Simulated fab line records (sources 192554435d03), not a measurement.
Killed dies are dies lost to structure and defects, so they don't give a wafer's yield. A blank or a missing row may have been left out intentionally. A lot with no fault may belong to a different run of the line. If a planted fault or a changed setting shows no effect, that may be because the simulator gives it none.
fab line records | flow n5Finfet
record lots=10 wafers=30 lastDay=20
route steps=1938 shown BEOL_M14@1766 BEOL_M15@1786
lots that met no fault: from a run of the same line without faults
startH: hours from the record's opening day to when the first of the lot's shown wafers began | waitH: hours elapsed since this lot's preceding step | " identical to the entry in the row above | L1.1+2: a row that stands for several wafers | - either no value or no given start | * or withheld: withheld | < > ~ a bound
route shown NAME@n: names a module that has steps shown in the file, with the first one's number in the route | usual: average and standard deviation across the fault-free wafers | same: alike in all rows | chamber/n: place in a boat | sites: the reading at each site | _std_site: the values' standard deviation | _edge_site: inner sites' mean taken away from outer sites' mean | radiusMm: how far each site lies from the wafer's centre | mask NAME#n: copy n | behind: the tool/chamber that last shaped the wafer | hold: the reason the lot was held/the length of the hold in hours/how it ended | device: transistor that didn't switch, given as n, p or np | end of line: at the end of the route, the tests of the same wafers | step lacking rows: just its recipe | killed: at the first sort, the dies lost to defects and structure; wafer yield is something else | map: a wafer's dies, marking killed ones x, the rest . and places with no die _
set.NAME: the run value of the setting; set.NAME@STEP: its run value at that earlier step | model.NAME: the simulator's own value behind a step, which no gauge read
steps of the route over a sample of lots; a table a step, a row a wafer
services: from which hour (startH, from the record's first day; less than 0 if before it) a tool's chamber was out of use, for how many hours, and why
## steps
# step N5_BEOL_M14_ANNEAL_48
# recipe tempC=225 timeS=90 ambient=N2
# usual wafer_temp_C_max=225.70/0.27
# columns lot.wafer tool chamber startH waitH wafer_temp_C_max
L583.2 rtpAnneal-01 0 315.07 0.2 225.60
L583.3 " 0 " " 225.37
L583.4 " 0 " " 225.57
L586.1 rtpAnneal-01 0 324.24 0.1 225.64
L586.3 " 0 " " 225.44
L586.5 " 0 " " 225.38
L590.1 rtpAnneal-01 0 337.49 0.1 225.46
L590.3 " 0 " " 225.85
L590.4 " 0 " " 225.64
L588.3 rtpAnneal-01 0 344.89 0.6 225.50
L588.5 " 0 " " 225.69
L588.6 " 0 " " 225.53
L601.1 rtpAnneal-02 0 411.26 0.2 225.42
L601.3 " 0 " " 225.81
L601.5 " 0 " " 225.67
L600.1 rtpAnneal-02 0 412.62 0.7 225.82
L600.2 " 0 " " 225.80
L600.5 " 0 " " 225.87
L599.1 rtpAnneal-01 0 415.02 1.5 225.38
L599.4 " 0 " " 225.70
L599.6 " 0 " " 225.76
L604.1 rtpAnneal-01 0 435.25 1.0 225.66
L604.2 " 0 " " 225.34
L604.3 " 0 " " 225.01
L605.4 rtpAnneal-01 0 449.50 0.2 225.54
L605.5 " 0 " " 225.52
L605.6 " 0 " " 225.61
L602.1 rtpAnneal-02 0 459.37 0.1 225.61
L602.4 " 0 " " 226.31
L602.5 " 0 " " 226.00
# step N5_BEOL_M14_CMP_49
# recipe stopOn=SiO2 tOverpolishS=5.2 downForcePsi=2 platenRpm=80 clearingPlatenDownForcePsi=2 clearingPlatenRpm=80 postCmpClean=cuAlkaline targetThkNm=560 clearingPlatenPadVelocityMS=1.5917 padVelocityMS=1.5917
# usual barrierFieldEndpointS=11.33/0.22 clearingPlatenRpm=80.00/0.045 motorCurrentA=8.6/1.2 overpolishRunS=5.200/0.0093 timeToEndpointS=120/3.1
# columns lot.wafer tool chamber startH waitH barrierFieldEndpointS clearingPlatenRpm motorCurrentA overpolishRunS timeToEndpointS
L583.2 cmp-03 1 315.32 0.2 11.23 79.93 12.3 5.217 120
L583.3 " 2 " " 11.32 79.98 8.8 5.207 118
L583.4 " 3 " " 11.14 80.05 9.3 5.196 118
L586.1 cmp-04 3 324.54 0.3 11.22 79.97 8.4 5.208 123
L586.3 " 2 " " 11.55 79.96 7.2 5.188 124
L586.5 " 0 " " 11.55 80.00 7.7 5.209 121
L590.1 cmp-04 2 337.79 0.3 11.85 80.07 7.8 5.208 123
L590.3 " 3 " " 11.39 80.06 8.4 5.197 121
L590.4 " 1 " " 11.26 79.97 8.7 5.198 117
L588.3 cmp-01 2 345.09 0.2 11.59 79.97 9.0 5.202 125
L588.6 " 2 " " 11.40 79.96 8.8 5.187 120
L588.5 " 3 " " 11.34 80.01 7.2 5.190 122
L601.1 cmp-03 3 411.56 0.3 11.04 79.96 9.1 5.197 116
L601.3 " 2 " " 11.02 80.05 8.0 5.208 120
L601.5 " 3 " " 11.14 79.95 9.4 5.199 117
L600.1 cmp-01 1 412.96 0.3 11.20 79.95 8.4 5.205 116
L600.2 " 3 " " 11.36 80.01 7.2 5.194 117
L600.5 " 0 " " 11.35 79.99 7.3 5.212 117
L599.4 cmp-01 2 415.36 0.2 11.30 79.97 8.6 5.201 117
L599.1 " 0 " " 11.21 79.98 7.4 5.186 120
L599.6 " 2 " " 11.35 80.01 8.7 5.199 118
L604.1 cmp-01 0 435.57 0.3 11.73 80.11 7.6 5.203 124
L604.2 " 1 " " 11.39 79.98 8.4 5.177 121
L604.3 " 2 " " 11.68 80.01 8.5 5.205 122
L605.4 cmp-01 3 449.73 0.2 11.32 79.98 7.6 5.199 123
L605.6 " 1 " " 11.03 80.04 8.6 5.193 119
L605.5 " 2 " " 11.40 80.02 8.7 5.207 124
L602.1 cmp-04 1 459.70 0.3 11.42 79.96 8.9 5.201 122
L602.4 " 3 " " 11.52 80.02 8.4 5.212 119
L602.5 " 1 " " 11.97 79.99 8.5 5.208 124
# step N5_BEOL_M15_DESCUM_15
# recipe chemistry=O2 timeS=7.9 sourcePowerW=50 biasPowerW=20 pressureMtorr=20 rfFrequencyHz=2.712e+07 tempC=40 o2FlowSccm=225
# usual drypumpMotorCurrentA=5.8/0.44 oesProductAu=0.78/0.087 rfVppV=242.9/1.4 showerheadPlenumPTorr=2.08/0.068 throttleValvePct=20.52/0.2
# columns lot.wafer tool chamber startH waitH drypumpMotorCurrentA oesProductAu rfHoursCounterH rfVppV showerheadPlenumPTorr throttleValvePct
L583.2 rieDiel-05 2 316.57 0.0 6.2 0.89 40 241.1 2.04 20.42
L583.3 " 0 " " 5.8 0.67 248 242.8 2.07 20.37
L583.4 " 1 " " 5.4 0.85 - 241.6 2.12 20.24
L586.1 rieDiel-03 2 325.87 0.1 5.7 0.67 248 240.7 1.98 20.58
L586.3 " 3 " " 5.5 0.68 218 243.7 2.16 20.65
L586.5 " 3 " " 5.5 0.68 - 242.5 2.16 20.65
L590.1 rieDiel-02 1 339.72 0.8 5.6 0.71 205 241.7 1.99 20.78
L590.3 " 2 " " 6.1 0.82 105 242.4 2.03 20.51
L590.4 " 0 " " 4.8 0.90 41 244.7 2.14 20.44
L588.3 rieDiel-05 2 346.35 0.0 6.2 0.87 57 243.2 2.03 20.42
L588.5 " 1 " " 5.3 0.84 - 243.3 2.12 20.26
L588.6 " 2 " " 6.2 0.86 - 241.5 2.03 20.44
L601.1 rieDiel-02 2 412.85 0.0 6.1 0.79 132 242.5 2.02 20.56
L601.3 " 0 " " 4.8 0.86 64 241.6 2.13 20.49
L601.5 " 0 " " 4.8 0.87 - 243.0 2.13 20.50
L600.1 rieDiel-03 0 414.42 0.2 5.9 0.75 156 244.7 2.17 20.47
L600.2 " 2 " " 5.7 0.93 7 246.5 2.24 20.21
L600.5 " 2 " " 5.7 0.94 - 245.2 2.24 20.22
L599.1 rieDiel-05 1 416.58 0.0 5.3 0.80 112 244.3 2.11 20.30
L599.4 " 2 " " 6.2 0.82 80 244.2 2.03 20.47
L599.6 " 3 " " 6.4 0.70 - 242.4 2.06 20.79
L604.1 rieDiel-05 3 436.91 0.1 6.4 0.70 226 243.8 2.06 20.80
L604.2 " 1 " " 5.3 0.80 118 242.5 2.11 20.32
L604.3 " 1 " " 5.3 0.79 - 242.5 2.11 20.31
L605.4 rieDiel-02 0 450.79 0.0 4.8 0.84 78 243.0 2.12 20.51
L605.5 " 3 " " 5.9 0.95 - 245.7 2.24 20.14
L605.6 " 0 " " 4.8 0.84 - 244.2 2.12 20.51
L602.1 rieDiel-05 0 460.79 0.0 5.8 0.88 35 243.3 2.05 20.08
L602.4 " 2 " " 6.2 0.82 91 240.5 2.02 20.49
L602.5 " 3 " " 6.4 0.70 - 241.6 2.06 20.82
# step N5_BEOL_M15_STRIP_64
# recipe chemistry=O2 powerW=600 tempC=60 pressureMtorr=30 rfFrequencyHz=6e+07 biasPowerW=0 overashFraction=0.3 o2FlowSccm=225
# usual chamberPressureMTorr=30.000/0.027 drypumpMotorCurrentA=5.8/0.44 oesProductAu=0.78/0.087 rfVppV=3.7/0.51 showerheadPlenumPTorr=2.08/0.068 throttleValvePct=16.77/0.22
# columns lot.wafer tool chamber startH waitH chamberPressureMTorr drypumpMotorCurrentA oesProductAu rfHoursCounterH rfVppV showerheadPlenumPTorr throttleValvePct
L583.2 rieDiel-05 2 316 - 29.981 6.2 0.89 41 2.8 2.04 16.62
L583.3 " 0 " " 30.007 5.8 0.67 248 3.1 2.07 16.64
L583.4 " 1 " " 30.008 5.3 0.86 - 3.3 2.13 16.46
L586.1 rieDiel-03 2 326 - 29.960 5.7 0.68 248 3.9 1.98 16.89
L586.3 " 3 " " 30.001 5.4 0.68 218 3.3 2.16 16.90
L586.5 " 3 " " 30.017 5.4 0.68 - 4.0 2.16 16.91
L590.1 rieDiel-02 1 340 - 30.051 5.6 0.71 205 4.1 2.00 17.00
L590.3 " 2 " " 29.999 6.0 0.81 105 3.0 2.03 16.74
L590.4 " 0 " " 30.007 4.8 0.90 41 3.9 2.14 16.65
L588.3 rieDiel-05 2 346 - 21.007 6.2 0.86 57 3.8 2.04 16.65
L588.5 " 1 " " 29.985 5.4 0.84 - 4.0 2.12 16.51
L588.6 " 2 " " 21.012 6.2 0.87 - 4.3 2.04 16.68
L601.1 rieDiel-02 2 413 - 29.963 6.0 0.78 132 3.1 2.02 16.80
L601.3 " 0 " " 29.997 4.8 0.86 64 4.0 2.13 16.71
L601.5 " 0 " " 29.968 4.8 0.86 - 3.8 2.13 16.67
L600.1 rieDiel-03 0 414 - 30.008 5.9 0.75 156 4.1 2.17 16.74
L600.2 " 2 " " 29.981 5.6 0.94 7 3.6 2.24 16.43
L600.5 " 2 " " 29.927 5.7 0.94 - 4.5 2.24 16.46
L599.1 rieDiel-05 1 416 - 30.000 5.4 0.81 112 4.1 2.11 16.52
L599.4 " 2 " " 29.988 6.2 0.83 80 3.3 2.03 16.70
L599.6 " 3 " " 29.997 6.4 0.71 - 3.2 2.06 17.06
L604.1 rieDiel-05 3 437 - 30.002 6.4 0.70 226 3.9 2.06 17.06
L604.2 " 1 " " 29.969 5.3 0.79 118 4.2 2.11 16.55
L604.3 " 1 " " 30.030 5.3 0.81 - 3.8 2.11 16.54
L605.4 rieDiel-02 0 451 - 29.997 4.8 0.84 78 3.4 2.13 16.72
L605.5 " 3 " " 30.045 5.9 0.95 - 3.4 2.25 16.34
L605.6 " 0 " " 30.002 4.8 0.84 - 3.4 2.13 16.73
L602.1 rieDiel-05 0 461 - 30.013 5.8 0.89 35 4.8 2.06 16.26
L602.4 " 2 " " 30.029 6.2 0.82 91 4.1 2.03 16.72
L602.5 " 3 " " 30.003 6.4 0.70 - 3.2 2.06 17.09
## services
# columns tool chamber startH hours kind
rieDiel-02 0 294.77 12.3 repair
rieDiel-03 1 312.30 15.5 repair
rieDiel-05 3 315.21 3.1 repair
rieDiel-05 0 321.37 - clean
rieDiel-05 0 321.37 - consumableReplace:focusRing
rieDiel-05 0 321.37 26.0 scheduledDown
rieDiel-02 2 322.19 4.5 repair
rieDiel-03 - 327.21 28.1 pm
rieDiel-05 - 329.22 0.3 repair
rieDiel-02 - 332.96 1.8 repair
rieDiel-02 0 350.85 2.9 repair
rieDiel-02 - 368.45 4.3 pm
rieDiel-03 - 374.24 1.1 repair
cmp-01 - 376.04 0.6 repair
rtpAnneal-01 - 377.49 4.6 pm
rieDiel-05 3 381.29 7.0 repair
cmp-01 - 389.82 1.8 repair
rieDiel-03 - 408.89 2.8 pm
rieDiel-02 - 412.46 0.3 repair
cmp-01 - 417.31 1.3 repair
rieDiel-05 2 431.49 8.2 repair
rieDiel-05 0 434.83 5.0 repair
cmp-03 - 440.34 6.3 pm
cmp-04 - 452.74 4.0 pm
## key
firstSign step=N5_BEOL_M15_STRIP_64 reading=chamberPressureMTorr direction=down sigmas=99+ usual=* struck=*
effect none on later readings
metAt N5_BEOL_M15_STRIP_64
struckLots L588
struckWafers L588.3,L588.6
notActingAt N5_BEOL_M14_ANNEAL_48,N5_BEOL_M14_CMP_49,N5_BEOL_M15_DESCUM_15
onsetBetween 316 346
fault kind=processParameterDrift tool=rieDiel-05 chamber=2 onsetH=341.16 steps=N5_BEOL_M15_STRIP_64 channel=pressureMtorr offset=* shape=step endH=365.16 actsIn=* stated=*
